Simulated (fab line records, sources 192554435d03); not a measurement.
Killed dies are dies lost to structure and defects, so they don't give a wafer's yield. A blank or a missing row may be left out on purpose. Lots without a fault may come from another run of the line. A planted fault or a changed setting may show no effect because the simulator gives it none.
fab line records | flow n5_finfet
record lots=24 wafers=72 last_day=18
route steps=1938 shown BEOL_M5@1171 BEOL_M6@1197
lots that met no fault: from a run of the same line without faults
start_h: hours from the record's first day to the start of the lot's first wafer shown | wait_h: hours since the lot's step before | " the same as in the row above | L1.1+2: a row that stands for several wafers | - no value, or no start given | * or withheld: withheld | < > ~ a bound
route shown NAME@n: a module of which the file shows steps, and the number in the route of the first | usual: mean/standard deviation of fault-free wafers | same: alike in all rows | chamber/n: place in a boat | sites: the reading at each site | _std_site: their standard deviation | _edge_site: outer sites' mean less inner sites' | radius_mm: how far each site lies from the wafer's centre | mask NAME#n: copy n | behind: the tool/chamber that last shaped the wafer | hold: why the lot was held/for how many hours/how that ended | device: the transistor (n, p or np) that didn't switch | end of line: the same wafers' tests at the end of the route | a step without rows: its recipe alone | killed: dies lost to structure and defects at the first sort, not the wafer's yield | map: a wafer's dies, x killed, . not, _ none there
set.NAME: the setting as run; set.NAME@STEP: as run at that earlier step | model.NAME: the simulator's own value behind a step, which no gauge read
steps of the route over a sample of lots; a table a step, a row a wafer
services: from which hour (start_h, from the record's first day; less than 0 if before it) a tool's chamber was out of use, for how many hours, and why
## steps
# step N5_BEOL_M5_PRE_CLEAN_45
# recipe gas=H2/He time_s=30 temp_c=250
# usual heater_power_w=330/32 susceptor_temp_C=250.00/0.17
# columns lot.wafer tool chamber start_h wait_h heater_power_w susceptor_temp_C
L074.3 pvd_sputter-02 - 179.46 0.0 289 250.27
L074.4 " - " " 340 250.04
L074.6 " - " " 287 250.29
L075.1 pvd_sputter-02 - 185.14 0.0 285 250.14
L075.3 " - " " 323 250.48
L075.5 " - " " 277 250.36
L076.3 pvd_sputter-01 - 195.27 0.0 351 250.00
L076.5 " - " " 344 249.84
L076.6 " - " " 310 250.00
L077.1 pvd_sputter-01 - 198.43 0.0 306 249.96
L077.2 " - " " 345 249.91
L077.6 " - " " 311 249.98
L078.3 pvd_sputter-03 - 204.39 0.0 354 249.74
L078.5 " - " " 319 250.05
L078.6 " - " " 305 250.02
L079.2 pvd_sputter-01 - 221.65 0.0 324 250.35
L079.3 " - " " 305 250.12
L079.6 " - " " 354 250.18
L081.1 pvd_sputter-01 - 224.76 0.0 300 249.68
L081.3 " - " " 319 249.78
L081.6 " - " " 335 250.03
L080.1 pvd_sputter-01 - 225.02 0.0 340 249.93
L080.2 " - " " 318 250.11
L080.3 " - " " 296 250.08
L082.4 pvd_sputter-03 - 228.42 0.0 315 249.94
L082.5 " - " " 347 249.98
L082.6 " - " " 401 250.12
L083.3 pvd_sputter-02 - 234.35 0.0 335 249.98
L083.4 " - " " 340 250.18
L083.6 " - " " 342 249.42
L084.1 pvd_sputter-02 - 241.39 0.0 311 249.96
L084.4 " - " " 284 249.81
L084.6 " - " " 316 249.86
L085.2 pvd_sputter-03 - 250.75 0.0 307 250.36
L085.3 " - " " 313 250.14
L085.4 " - " " 349 249.95
L086.1 pvd_sputter-02 - 254.08 0.0 339 249.82
L086.2 " - " " 277 250.13
L086.3 " - " " 338 250.06
L087.1 pvd_sputter-03 - 254.87 0.0 361 249.78
L087.4 " - " " 306 250.18
L087.5 " - " " 395 249.79
L089.3 pvd_sputter-02 - 285.03 0.0 327 250.10
L089.4 " - " " 339 249.96
L089.6 " - " " 338 249.91
L088.1 pvd_sputter-03 - 285.13 0.0 313 250.33
L088.3 " - " " 301 250.11
L088.6 " - " " 399 250.18
L090.2 pvd_sputter-01 - 285.55 0.0 292 250.14
L090.4 " - " " 333 249.84
L090.6 " - " " 359 249.97
L093.2 pvd_sputter-03 - 290.71 0.0 298 250.17
L093.4 " - " " 403 249.93
L093.5 " - " " 403 250.08
L091.2 pvd_sputter-03 - 291.13 0.0 304 249.80
L091.4 " - " " 355 249.97
L091.5 " - " " 416 250.22
L094.3 pvd_sputter-02 - 314.18 0.0 345 250.05
L094.4 " - " " 310 249.75
L094.5 " - " " 275 250.07
L096.2 pvd_sputter-02 - 317.98 0.0 336 250.01
L096.4 " - " " 318 249.96
L096.6 " - " " 306 250.05
L095.2 pvd_sputter-02 - 324.33 0.0 291 249.97
L095.3 " - " " 338 249.84
L095.5 " - " " 333 250.16
L092.1 pvd_sputter-02 - 324.57 0.0 336 250.13
L092.2 " - " " 281 249.80
L092.5 " - " " 341 249.69
L097.2 pvd_sputter-02 - 332.37 0.0 339 249.71
L097.3 " - " " 287 249.93
L097.5 " - " " 339 249.94
# step N5_BEOL_M5_SPUTTER_90
# recipe material=Cu target_thk_a=45 temp_c=-20 chamber_pressure_pa=0.07 power_w=withheld time_s=8.29
# usual chuck_sensor_temp_C=-15.8/0.46 susceptor_temp_C=-19.99/0.11 throttle_valve_pct=30.0/0.95
# columns lot.wafer tool chamber start_h wait_h chuck_sensor_temp_C susceptor_temp_C throttle_valve_pct
L074.3 pvd_sputter-03 - 184.48 0.5 -15.6 -19.81 29.5
L074.4 " - " " -15.4 -19.98 30.6
L074.6 " - " " -16.5 -19.81 28.8
L075.1 pvd_sputter-01 - 190.05 0.5 -15.0 -19.88 30.0
L075.3 " - " " -16.0 -20.02 31.2
L075.5 " - " " -15.2 -19.88 30.0
L076.3 pvd_sputter-02 - 201.06 0.5 -16.4 -20.06 30.9
L076.5 " - " " -15.2 -20.00 31.8
L076.6 " - " " -15.8 -20.02 30.2
L077.1 pvd_sputter-01 - 203.69 0.5 -15.4 -20.01 30.4
L077.2 " - " " -14.8 -20.22 29.7
L077.6 " - " " -15.5 -20.02 30.7
L078.3 pvd_sputter-02 - 209.85 0.5 -15.8 -19.86 30.4
L078.5 " - " " -15.2 -19.84 31.6
L078.6 " - " " -15.5 -19.87 29.2
L079.2 pvd_sputter-03 - 226.82 0.5 -16.2 -19.87 28.3
L079.3 " - " " -15.9 -19.99 29.7
L079.6 " - " " -15.7 -20.10 29.6
L081.1 pvd_sputter-01 - 229.85 0.5 -15.1 -19.99 29.8
L081.3 " - " " -16.3 -20.11 29.0
L081.6 " - " " -16.1 -20.08 31.1
L080.1 pvd_sputter-02 - 230.75 0.5 -16.4 -19.96 30.6
L080.2 " - " " -15.3 -20.11 31.8
L080.3 " - " " -15.9 -19.95 30.2
L082.4 pvd_sputter-03 - 233.63 0.5 -16.4 -20.15 28.4
L082.5 " - " " -15.5 -20.00 30.0
L082.6 " - " " -15.5 -20.02 30.0
L083.3 pvd_sputter-01 - 239.27 0.5 -15.5 -19.92 30.7
L083.4 " - " " -15.0 -19.89 29.9
L083.6 " - " " -14.9 -19.87 30.1
L084.1 pvd_sputter-01 - 246.58 0.5 -15.6 -19.92 30.5
L084.4 " - " " -16.1 -19.99 28.8
L084.6 " - " " -16.1 -20.01 28.9
L085.2 pvd_sputter-01 - 255.65 0.5 -16.3 -20.07 31.1
L085.3 " - " " -15.6 -20.00 30.8
L085.4 " - " " -14.9 -20.18 29.8
L086.1 pvd_sputter-02 - 259.06 0.5 -16.3 -20.13 30.9
L086.2 " - " " -15.9 -20.12 29.9
L086.3 " - " " -15.6 -19.77 29.6
L087.1 pvd_sputter-03 - 260.06 0.5 -16.3 -19.92 29.3
L087.4 " - " " -16.2 -19.88 28.2
L087.5 " - " " -15.6 -20.18 29.4
L089.3 pvd_sputter-03 - 289.87 0.5 -15.6 -20.02 29.6
L089.4 " - " " -16.5 -19.99 29.4
L089.6 " - " " -16.5 -20.10 28.2
L088.1 pvd_sputter-01 - 290.02 0.5 -15.6 -19.97 30.5
L088.3 " - " " -16.1 -20.05 31.3
L088.6 " - " " -15.4 -20.10 30.4
L090.2 pvd_sputter-02 - 290.93 0.5 -16.2 -20.18 30.5
L090.4 " - " " -15.1 -20.00 31.9
L090.6 " - " " -16.3 -20.02 30.5
L093.2 pvd_sputter-01 - 295.94 0.5 -15.7 -19.88 30.6
L093.4 " - " " -14.9 -20.13 29.8
L093.5 " - " " -16.1 -19.90 31.4
L091.2 pvd_sputter-03 - 296.50 0.5 -16.3 -20.03 28.5
L091.4 " - " " -15.3 -19.91 30.2
L091.5 " - " " -16.6 -20.19 29.6
L094.3 pvd_sputter-03 - 320.32 0.5 -16.4 -20.29 28.0
L094.4 " - " " -16.5 -19.76 29.3
L094.5 " - " " -16.2 -20.20 28.1
L096.2 pvd_sputter-02 - 323.77 0.5 -16.1 -19.86 30.6
L096.4 " - " " -15.3 -20.15 31.8
L096.6 " - " " -16.4 -20.07 30.7
L092.1 pvd_sputter-03 - 330.24 0.5 -15.7 -19.79 29.7
L092.2 " - " " -16.4 -19.90 28.0
L092.5 " - " " -16.7 -19.88 29.4
L095.2 pvd_sputter-02 - 331.89 2.9 -15.4 -20.03 32.0
L095.3 " - " " -16.3 -19.79 30.4
L095.5 " - " " -16.3 -19.84 30.4
L097.2 pvd_sputter-03 - 339.35 0.5 -16.3 -20.12 28.4
L097.3 " - " " -15.5 -20.04 30.2
L097.5 " - " " -15.5 -19.87 29.8
# step N5_BEOL_M5_DEP_56
# recipe material=SiCN target_thk_a=80 temp_c=withheld precursor=3MS/NH3 pressure_torr=3 rf_w=202 time_s=14
# usual showerhead_plenum_p_Torr=3.665/0.016 throttle_valve_pct=8.8/0.44
# columns lot.wafer tool chamber start_h wait_h showerhead_plenum_p_Torr throttle_valve_pct
L074.3 pecvd-02 1 185.47 0.0 3.642 8.9
L074.4 " 2 " " 3.673 8.1
L074.6 " 0 " " 3.662 9.5
L075.1 pecvd-04 1 191.20 0.0 3.667 9.3
L075.3 " 0 " " 3.683 8.6
L075.5 " 0 " " 3.676 8.6
L076.3 pecvd-04 1 202.05 0.0 3.674 9.6
L076.5 " 2 " " 3.666 8.3
L076.6 " 0 " " 3.685 8.7
L077.1 pecvd-02 1 204.71 0.0 3.647 9.0
L077.2 " 2 " " 3.681 8.1
L077.6 " 1 " " 3.648 9.0
L078.3 pecvd-03 1 210.87 0.0 3.641 8.9
L078.5 " 0 " " 3.675 8.8
L078.6 " 1 " " 3.635 9.0
L079.2 pecvd-03 1 227.86 0.0 3.652 8.8
L079.3 " 1 " " 3.637 8.7
L079.6 " 1 " " 3.649 8.9
L081.1 pecvd-02 2 230.84 0.0 3.674 8.1
L081.3 " 0 " " 3.657 9.4
L081.6 " 2 " " 3.680 8.0
L080.1 pecvd-02 0 232.11 0.0 3.658 9.4
L080.2 " 2 " " 3.686 8.3
L080.3 " 1 " " 3.634 9.1
L082.4 pecvd-04 1 234.72 0.0 3.675 9.5
L082.5 " 0 " " 3.692 8.5
L082.6 " 1 " " 3.667 9.2
L083.3 pecvd-02 0 240.32 0.0 3.662 9.3
L083.4 " 0 " " 3.654 9.7
L083.6 " 1 " " 3.647 8.9
L084.1 pecvd-03 0 247.95 0.0 3.675 8.7
L084.4 " 1 " " 3.635 9.0
L084.6 " 2 " " 3.662 8.6
L085.2 pecvd-04 0 257.38 0.0 3.691 8.6
L085.3 " 1 " " 3.678 9.4
L085.4 " 0 " " 3.689 8.5
L086.1 pecvd-03 2 260.32 0.0 3.666 8.8
L086.2 " 1 " " 3.649 8.8
L086.3 " 0 " " 3.677 8.8
L087.1 pecvd-02 1 261.33 0.0 3.651 9.2
L087.4 " 1 " " 3.645 9.0
L087.5 " 2 " " 3.674 7.9
L089.3 pecvd-03 2 290.95 0.1 3.670 8.6
L089.4 " 2 " " 3.660 8.8
L089.6 " 2 " " 3.658 8.5
L088.1 pecvd-04 1 291.00 0.0 3.680 9.3
L088.3 " 2 " " 3.676 8.4
L088.6 " 1 " " 3.677 9.5
L090.2 pecvd-03 2 291.99 0.1 3.666 8.8
L090.4 " 2 " " 3.666 8.5
L090.6 " 2 " " 3.663 8.5
L093.2 pecvd-03 1 297.47 0.0 3.642 8.9
L093.4 " 0 " " 3.675 8.6
L093.5 " 2 " " 3.669 8.5
L091.2 pecvd-02 2 298.20 0.0 3.677 8.3
L091.4 " 1 " " 3.648 9.1
L091.5 " 0 " " 3.656 9.5
L094.3 pecvd-02 1 321.30 0.0 3.642 9.1
L094.4 " 2 " " 3.679 8.2
L094.5 " 0 " " 3.665 9.5
L096.2 pecvd-02 0 324.77 0.0 3.665 9.5
L096.4 " 0 " " 3.666 9.6
L096.6 " 1 " " 3.641 8.7
L092.1 pecvd-03 2 331.23 0.0 3.664 8.5
L092.2 " 1 " " 3.641 8.7
L092.5 " 1 " " 3.638 8.9
L095.2 pecvd-03 0 333.18 0.0 3.679 8.8
L095.3 " 1 " " 3.637 8.8
L095.5 " 1 " " 3.642 9.0
L097.2 pecvd-03 1 340.40 0.0 3.636 8.5
L097.3 " 0 " " 3.677 8.8
L097.5 " 1 " " 3.645 8.9
# step N5_BEOL_M5_RS_MEAS_57
# recipe thk_meas_gauge=four-point-probe reads=Co_of_BEOL_M5_CO_CAP_78+Cu_of_BEOL_M5_ECD_50+Co_of_BEOL_M5_CVD_47+TaN_of_BEOL_M5_ALD_86
# usual M5_RS=0.386/0.012
# columns lot.wafer tool chamber start_h wait_h M5_RS[ohm/sq]
L074.3 film_metro-02 - 185.54 0.1 0.391
L074.4 " - " " 0.386
L074.6 " - " " 0.382
L075.1 film_metro-01 - 191.27 0.0 0.375
L075.3 " - " " 0.390
L075.5 " - " " 0.370
L076.3 film_metro-01 - 202.12 0.1 0.375
L076.5 " - " " 0.376
L076.6 " - " " 0.374
L077.1 film_metro-01 - 204.79 0.1 0.390
L077.2 " - " " 0.380
L077.6 " - " " 0.389
L078.3 film_metro-02 - 210.94 0.1 0.375
L078.5 " - " " 0.381
L078.6 " - " " 0.381
L079.2 film_metro-02 - 227.94 0.1 0.386
L079.3 " - " " 0.379
L079.6 " - " " 0.386
L081.1 film_metro-01 - 230.90 0.0 0.370
L081.3 " - " " 0.384
L081.6 " - " " 0.375
L080.1 film_metro-01 - 232.17 0.0 0.366
L080.2 " - " " 0.400
L080.3 " - " " 0.392
L082.4 film_metro-02 - 234.79 0.1 0.388
L082.5 " - " " 0.383
L082.6 " - " " 0.381
L083.3 film_metro-01 - 240.40 0.1 0.385
L083.4 " - " " 0.402
L083.6 " - " " 0.393
L084.1 film_metro-02 - 248.01 0.0 0.389
L084.4 " - " " 0.371
L084.6 " - " " 0.392
L085.2 film_metro-02 - 257.45 0.1 0.383
L085.3 " - " " 0.392
L085.4 " - " " 0.369
L086.1 film_metro-02 - 260.39 0.0 0.398
L086.2 " - " " 0.384
L086.3 " - " " 0.367
L087.1 film_metro-01 - 261.40 0.0 0.406
L087.4 " - " " 0.375
L087.5 " - " " 0.399
L089.3 film_metro-01 - 291.05 0.1 0.374
L089.4 " - " " 0.391
L089.6 " - " " 0.392
L088.1 film_metro-02 - 291.07 0.0 0.381
L088.3 " - " " 0.394
L088.6 " - " " 0.387
L090.2 film_metro-01 - 292.11 0.1 0.405
L090.4 " - " " 0.396
L090.6 " - " " 0.415
L093.2 film_metro-01 - 297.54 0.1 0.363
L093.4 " - " " 0.381
L093.5 " - " " 0.375
L091.2 film_metro-02 - 298.27 0.1 0.371
L091.4 " - " " 0.389
L091.5 " - " " 0.385
L094.3 film_metro-02 - 321.37 0.1 0.365
L094.4 " - " " 0.406
L094.5 " - " " 0.383
L096.2 film_metro-02 - 324.84 0.1 0.380
L096.4 " - " " 0.395
L096.6 " - " " 0.400
L092.1 film_metro-02 - 331.30 0.0 0.362
L092.2 " - " " 0.405
L092.5 " - " " 0.375
L095.2 film_metro-01 - 333.25 0.1 0.395
L095.3 " - " " 0.377
L095.5 " - " " 0.388
L097.2 film_metro-02 - 340.46 0.1 0.376
L097.3 " - " " 0.363
L097.5 " - " " 0.388
# step N5_BEOL_M6_PECVD_70
# recipe material=SiO2 target_thk_a=200 temp_c=400 precursor=TEOS/O2 pressure_torr=5.5 rf_w=450 teos_flow_sccm=53.8 gas=O2 flow_sccm=3000 time_s=22.7
# usual heater_power_w=710/100 showerhead_plenum_p_Torr=8.81/0.062 susceptor_temp_C=400.01/0.23 throttle_valve_pct=21.9/1.2
# columns lot.wafer tool chamber start_h wait_h heater_power_w showerhead_plenum_p_Torr susceptor_temp_C throttle_valve_pct
L074.3 pecvd-01 1 186.21 0.0 920 8.79 399.45 23.6
L074.4 " 1 " " 903 8.76 399.67 23.6
L074.6 " 2 " " 713 8.83 399.95 20.8
L075.1 pecvd-02 2 191.94 0.0 756 8.82 400.14 19.9
L075.3 " 1 " " 570 8.66 399.85 22.1
L075.5 " 0 " " 666 8.75 400.23 23.5
L076.3 pecvd-01 2 202.82 0.0 731 8.78 399.87 20.8
L076.5 " 1 " " 854 8.79 400.10 23.7
L076.6 " 2 " " 716 8.82 399.51 20.5
L077.1 pecvd-02 1 205.47 0.0 556 8.67 400.34 22.5
L077.2 " 0 " " 642 8.77 400.13 23.2
L077.6 " 0 " " 634 8.75 399.76 23.7
L078.3 pecvd-02 0 211.61 0.0 649 8.76 400.05 23.6
L078.5 " 2 " " 692 8.87 400.04 20.0
L078.6 " 1 " " 571 8.69 400.18 22.2
L079.2 pecvd-04 0 228.63 0.0 739 8.89 399.96 21.1
L079.3 " 1 " " 801 8.83 399.88 22.9
L079.6 " 1 " " 799 8.84 399.82 22.9
L081.1 pecvd-02 0 231.58 0.0 603 8.77 399.97 23.4
L081.3 " 2 " " 699 8.87 399.92 20.0
L081.6 " 1 " " 493 8.69 400.03 22.1
L080.1 pecvd-04 1 232.85 0.0 855 8.84 399.97 23.1
L080.2 " 2 " " 648 8.82 399.97 20.9
L080.3 " 0 " " 684 8.89 400.00 21.3
L082.4 pecvd-04 1 235.48 0.1 856 8.84 400.21 23.2
L082.5 " 0 " " 747 8.88 400.23 21.3
L082.6 " 1 " " 852 8.83 400.13 23.0
L083.3 pecvd-02 2 241.08 0.0 694 8.87 400.11 19.9
L083.4 " 2 " " 732 8.87 399.82 19.9
L083.6 " 1 " " 536 8.69 400.15 22.2
L084.1 pecvd-04 1 249.17 0.0 720 8.84 400.13 22.9
L084.4 " 0 " " 743 8.89 400.12 21.1
L084.6 " 1 " " 748 8.85 399.99 23.0
L085.2 pecvd-04 0 258.60 0.0 658 8.92 400.35 21.3
L085.3 " 1 " " 760 8.84 400.46 23.1
L085.4 " 2 " " 764 8.82 399.60 20.8
L086.1 pecvd-01 1 261.55 0.0 888 8.78 399.75 23.8
L086.2 " 2 " " 692 8.79 400.46 20.8
L086.3 " 0 " " 720 8.83 399.68 22.1
L087.1 pecvd-04 0 262.08 0.0 653 8.87 399.97 21.3
L087.4 " 0 " " 658 8.89 400.19 21.1
L087.5 " 1 " " 860 8.81 399.91 23.0
L089.3 pecvd-02 1 291.73 0.0 513 8.67 400.28 22.1
L089.4 " 0 " " 605 8.74 400.16 23.3
L089.6 " 2 " " 753 8.86 399.71 20.1
L088.1 pecvd-04 1 291.76 0.0 866 8.84 400.11 23.2
L088.3 " 0 " " 701 8.89 400.46 21.2
L088.6 " 2 " " 647 8.81 400.15 20.9
L090.2 pecvd-02 1 292.78 0.0 486 8.71 399.74 22.2
L090.4 " 2 " " 800 8.87 399.95 20.0
L090.6 " 0 " " 527 8.76 399.94 23.2
L093.2 pecvd-04 2 298.21 0.0 776 8.83 400.16 21.4
L093.4 " 2 " " 789 8.82 400.06 21.1
L093.5 " 1 " " 769 8.84 399.96 23.1
L091.2 pecvd-04 0 298.94 0.0 707 8.91 400.13 21.5
L091.4 " 0 " " 717 8.89 400.01 21.4
L091.5 " 2 " " 783 8.81 399.51 20.8
L094.3 pecvd-01 2 322.07 0.1 715 8.80 400.13 20.7
L094.4 " 1 " " 869 8.78 399.92 23.7
L094.5 " 1 " " 849 8.78 400.11 23.9
L096.2 pecvd-04 2 325.51 0.0 701 8.83 400.12 20.9
L096.4 " 0 " " 631 8.90 399.64 21.0
L096.6 " 2 " " 718 8.82 400.22 21.1
L092.1 pecvd-04 2 331.98 0.0 765 8.81 399.66 21.2
L092.2 " 1 " " 829 8.82 399.88 23.1
L092.5 " 1 " " 818 8.83 399.40 23.1
L095.2 pecvd-02 2 333.92 0.0 762 8.87 400.03 20.6
L095.3 " 1 " " 492 8.65 400.24 22.4
L095.5 " 2 " " 725 8.86 399.90 20.1
L097.2 pecvd-04 0 341.15 0.0 667 8.89 400.25 21.3
L097.3 " 2 " " 758 8.81 399.81 21.0
L097.5 " 2 " " 748 8.83 399.80 21.3
# step N5_BEOL_M6_HM_DEP_02
# recipe material=TiN target_thk_a=200 temp_c=25 chamber_pressure_pa=0.49996
# usual susceptor_temp_C=25.01/0.1 throttle_valve_pct=29.9/0.95
# columns lot.wafer tool chamber start_h wait_h susceptor_temp_C throttle_valve_pct
L074.3 pvd_sputter-03 - 188.32 2.1 25.04 29.9
L074.4 " - " " 25.07 28.3
L074.6 " - " " 24.93 29.7
L075.1 pvd_sputter-01 - 192.49 0.5 24.87 29.8
L075.3 " - " " 24.98 30.6
L075.5 " - " " 25.12 28.8
L076.3 pvd_sputter-03 - 203.69 0.9 25.18 29.4
L076.5 " - " " 24.95 29.5
L076.6 " - " " 24.99 29.4
L077.1 pvd_sputter-01 - 206.11 0.6 25.11 29.9
L077.2 " - " " 25.07 31.2
L077.6 " - " " 25.06 29.1
L078.3 pvd_sputter-03 - 213.80 2.2 24.84 29.4
L078.5 " - " " 24.92 30.2
L078.6 " - " " 25.06 28.2
L079.2 pvd_sputter-01 - 230.09 1.4 25.30 31.1
L079.3 " - " " 24.92 29.9
L079.6 " - " " 24.99 31.3
L081.1 pvd_sputter-02 - 233.69 2.1 24.92 31.8
L081.3 " - " " 25.10 29.5
L081.6 " - " " 25.05 29.6
L080.1 pvd_sputter-03 - 233.87 1.0 24.96 28.4
L080.2 " - " " 25.02 30.1
L080.3 " - " " 25.15 29.7
L082.4 pvd_sputter-02 - 237.33 1.8 25.16 30.3
L082.5 " - " " 24.99 30.6
L082.6 " - " " 24.87 29.2
L083.3 pvd_sputter-02 - 241.43 0.3 24.92 29.2
L083.4 " - " " 24.94 31.7
L083.6 " - " " 25.01 31.6
L084.1 pvd_sputter-03 - 250.05 0.9 24.87 30.4
L084.4 " - " " 25.03 29.6
L084.6 " - " " 25.04 28.4
L085.2 pvd_sputter-02 - 259.24 0.6 25.03 29.1
L085.3 " - " " 25.04 30.2
L085.4 " - " " 24.90 30.7
L086.1 pvd_sputter-01 - 262.19 0.6 24.83 31.2
L086.2 " - " " 25.07 30.6
L086.3 " - " " 25.11 29.0
L087.1 pvd_sputter-02 - 262.36 0.3 25.12 29.5
L087.4 " - " " 25.04 30.6
L087.5 " - " " 25.09 29.2
L089.3 pvd_sputter-02 - 293.37 1.6 25.16 30.6
L089.4 " - " " 25.06 31.8
L089.6 " - " " 25.16 29.3
L088.1 pvd_sputter-02 - 293.55 1.8 24.97 31.9
L088.3 " - " " 25.02 30.4
L088.6 " - " " 25.13 30.3
L090.2 pvd_sputter-02 - 293.91 1.1 24.88 29.2
L090.4 " - " " 24.94 30.6
L090.6 " - " " 24.98 30.1
L093.2 pvd_sputter-03 - 298.94 0.7 24.79 29.5
L093.4 " - " " 24.96 29.6
L093.5 " - " " 25.07 29.3
L091.2 pvd_sputter-03 - 299.12 0.2 25.02 29.3
L091.4 " - " " 24.90 29.4
L091.5 " - " " 25.10 28.3
L094.3 pvd_sputter-03 - 323.64 1.6 25.10 28.5
L094.4 " - " " 25.11 29.4
L094.5 " - " " 25.22 28.2
L096.2 pvd_sputter-03 - 330.42 4.9 24.99 29.3
L096.4 " - " " 25.12 29.5
L096.6 " - " " 25.07 28.4
L092.1 pvd_sputter-03 - 332.44 0.4 25.21 29.2
L092.2 " - " " 24.91 27.9
L092.5 " - " " 25.13 28.4
L095.2 pvd_sputter-02 - 336.35 2.4 25.10 32.0
L095.3 " - " " 24.84 30.8
L095.5 " - " " 25.12 30.3
L097.2 pvd_sputter-02 - 342.95 1.8 24.94 30.5
L097.3 " - " " 25.03 30.3
L097.5 " - " " 24.99 30.6
## services
# columns tool chamber start_h hours kind
pecvd-02 0 159.36 2.1 scheduled_down
pecvd-02 - 177.29 1.3 repair
pecvd-04 2 179.89 4.6 scheduled_down
pecvd-01 2 187.71 5.5 scheduled_down
pecvd-02 0 199.26 5.5 scheduled_down
pecvd-03 2 202.38 - clean
pecvd-03 2 202.38 - consumable_replace:showerhead
pecvd-03 2 202.38 29.0 scheduled_down
pecvd-03 2 202.38 29.0 vent_cycle
pecvd-04 2 233.81 14.8 repair
pecvd-04 - 237.05 0.8 repair
pecvd-03 - 255.45 3.2 repair
pecvd-03 0 264.70 12.5 repair
pecvd-04 - 264.72 2.1 repair
pecvd-02 2 268.35 5.5 scheduled_down
pvd_sputter-01 - 272.12 7.8 repair
pecvd-03 0 286.79 6.2 repair
pecvd-03 1 289.53 4.4 repair
pecvd-01 0 318.38 5.5 scheduled_down
## key
fault none
